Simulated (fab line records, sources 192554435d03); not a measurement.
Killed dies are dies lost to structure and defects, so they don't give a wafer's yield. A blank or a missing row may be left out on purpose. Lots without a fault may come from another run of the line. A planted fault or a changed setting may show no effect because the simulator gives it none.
Split-lot experiment | flow n5_finfet | 7 lots, 39 wafers read, on a route of 1938 steps

THE SPLIT
At N5_DUMMY_GATE_EXPOSE_12 (exposes mask GATE, target cd 25 nm), the setting dose_mj was moved away from the recipe's 34 on 15 of the 39 wafers read, by -5.5% to +8.0%. The other wafers ran this setting at the recipe's value.

FROM THE SPLIT TO THE READING: what the file shows between them, 7 steps
- N5_DUMMY_GATE_PEB_13: peb time 60 s
- N5_DUMMY_GATE_DEVELOP_14: develop time 30 s
- N5_DUMMY_GATE_CD_MEAS_15: target cd 25.8 nm
- N5_DUMMY_GATE_STRIP_38: strips in N2/H2
- N5_DUMMY_GATE_STRIP_39: strips in N2/H2
- N5_DUMMY_GATE_TRIM_49: chemistry O2, time 29 s, target cd 14 nm
- N5_DUMMY_GATE_STRIP_40: strips in CF4

THE READING
cd_nm, in nm, at N5_DUMMY_GATE_CD_MEAS_50 (target cd 14 nm). Fault-free wafers of this fab line usually give 13.98 nm, standard deviation 0.29 nm.

wafer  | tool, chamber at the split | dose_mj as run | against the recipe | cd_nm, nm | against lot-mates on the recipe
L077.1 | euv_scanner-01, 0          | 34             | recipe             | 13.83     | -
L077.5 | euv_scanner-01, 0          | 34             | recipe             | 13.68     | -
L077.6 | euv_scanner-01, 0          | 34             | recipe             | 13.79     | -
L087.1 | euv_scanner-02, 0          | 32.19          | -5.3%              | 14.69     | +0.82
L087.2 | euv_scanner-02, 0          | 34             | recipe             | 14.34     | -
L087.3 | euv_scanner-02, 0          | 32.19          | -5.3%              | 14.84     | +0.97
L087.4 | euv_scanner-02, 0          | 32.19          | -5.3%              | 14.86     | +0.99
L087.5 | euv_scanner-02, 0          | 34             | recipe             | 13.56     | -
L087.6 | euv_scanner-02, 0          | 34             | recipe             | 13.71     | -
L088.1 | euv_scanner-01, 0          | 32.14          | -5.5%              | 15.00     | +0.95
L088.2 | euv_scanner-01, 0          | 32.14          | -5.5%              | 15.34     | +1.29
L088.3 | euv_scanner-01, 0          | 34             | recipe             | 13.96     | -
L088.4 | euv_scanner-01, 0          | 34             | recipe             | 14.25     | -
L088.5 | euv_scanner-01, 0          | 32.14          | -5.5%              | 15.10     | +1.05
L088.6 | euv_scanner-01, 0          | 34             | recipe             | 13.94     | -
L089.1 | euv_scanner-02, 0          | 34             | recipe             | 14.00     | -
L089.2 | euv_scanner-02, 0          | 34             | recipe             | 13.48     | -
L089.3 | euv_scanner-02, 0          | 34             | recipe             | 13.80     | -
L089.4 | euv_scanner-02, 0          | 34             | recipe             | 14.05     | -
L089.5 | euv_scanner-02, 0          | 34             | recipe             | 14.24     | -
L089.6 | euv_scanner-02, 0          | 34             | recipe             | 14.05     | -
L092.1 | euv_scanner-01, 0          | 36.72          | +8.0%              | 12.47     | -1.51
L092.2 | euv_scanner-01, 0          | 36.72          | +8.0%              | 12.76     | -1.22
L092.3 | euv_scanner-01, 0          | 34             | recipe             | 13.76     | -
L092.4 | euv_scanner-01, 0          | 34             | recipe             | 13.92     | -
L092.5 | euv_scanner-01, 0          | 36.72          | +8.0%              | 12.20     | -1.78
L092.6 | euv_scanner-01, 0          | 34             | recipe             | 14.27     | -
L095.1 | euv_scanner-02, 0          | 34             | recipe             | 14.59     | -
L095.2 | euv_scanner-02, 0          | 32.12          | -5.5%              | 15.34     | +0.88
L095.3 | euv_scanner-02, 0          | 32.12          | -5.5%              | 15.52     | +1.06
L095.4 | euv_scanner-02, 0          | 34             | recipe             | 14.45     | -
L095.5 | euv_scanner-02, 0          | 32.12          | -5.5%              | 15.95     | +1.49
L095.6 | euv_scanner-02, 0          | 34             | recipe             | 14.33     | -
L096.1 | euv_scanner-02, 0          | 34             | recipe             | 13.88     | -
L096.2 | euv_scanner-02, 0          | 35.07          | +3.1%              | 13.61     | -0.54
L096.3 | euv_scanner-02, 0          | 34             | recipe             | 14.69     | -
L096.4 | euv_scanner-02, 0          | 34             | recipe             | 13.88     | -
L096.5 | euv_scanner-02, 0          | 35.07          | +3.1%              | 13.65     | -0.50
L096.6 | euv_scanner-02, 0          | 35.07          | +3.1%              | 13.68     | -0.47

THE FIT
A straight line over all 39 wafers: cd_nm changes by -0.199 nm for each +1% of dose_mj; r = -0.91; the points scatter about the line by 0.32 nm.
The same after taking each lot's own level away (the mean of its wafers on the recipe; 39 wafers): -0.189 nm for each +1%; r = -0.95; scatter 0.23 nm.
On that fit, the largest move of dose_mj shifts the reading by 1.5 nm.
The lots' own levels span 13.767 to 14.457 nm, that is 2.4 times the standard deviation above.
So the lot-to-lot level changes the slope little: the two slopes agree.
Check: with one of the wafers moved furthest among these (+8.0%) left out of the fit, the line predicts -1.5 nm for it against its lot-mates. It came out at -1.51 nm against them.

OTHER SPLITS ON THESE WAFERS
These wafers also went through other splits before the reading. Each is held against what the fit with the lots' levels taken away leaves over:
other split on the same wafers          | wafers away from the commonest value | r with cd_nm (lot level and that fit taken away)
N5_FIN_SAQP_ETCH_52 source_w            | 9                                    | -0.08
N5_FIN_SAQP_SPACER2_ALD_28 target_thk_a | 12                                   | +0.11
N5_FIN_CUT_CUT_ETCH_26 target_depth_a   | 12                                   | +0.03
N5_FIN_CUT_CUT_ETCH_15 time_s           | 9                                    | +0.10

THE WHOLE CHAIN: every reading that the file lists as answering this split, in the file's order
step                     | what it does                             | reading                                                           | change (the file's fit)               | r (the file's)
N5_DUMMY_GATE_CD_MEAS_15 | target cd 25.8 nm                        | cd_nm                                                             | -0.167 nm for each +1% of the setting | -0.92
N5_DUMMY_GATE_TRIM_49    | chemistry O2, time 29 s, target cd 14 nm | DUMMY_GATE.cd_nm (the simulator's own value, which no gauge read) | -0.189 nm for each +1% of the setting | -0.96
N5_DUMMY_GATE_CD_MEAS_50 | target cd 14 nm                          | cd_nm                                                             | -0.19 nm for each +1% of the setting  | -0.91

THE FILE'S OWN FIT
cd_nm changes by -0.19 nm for each +1% of dose_mj, r = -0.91.
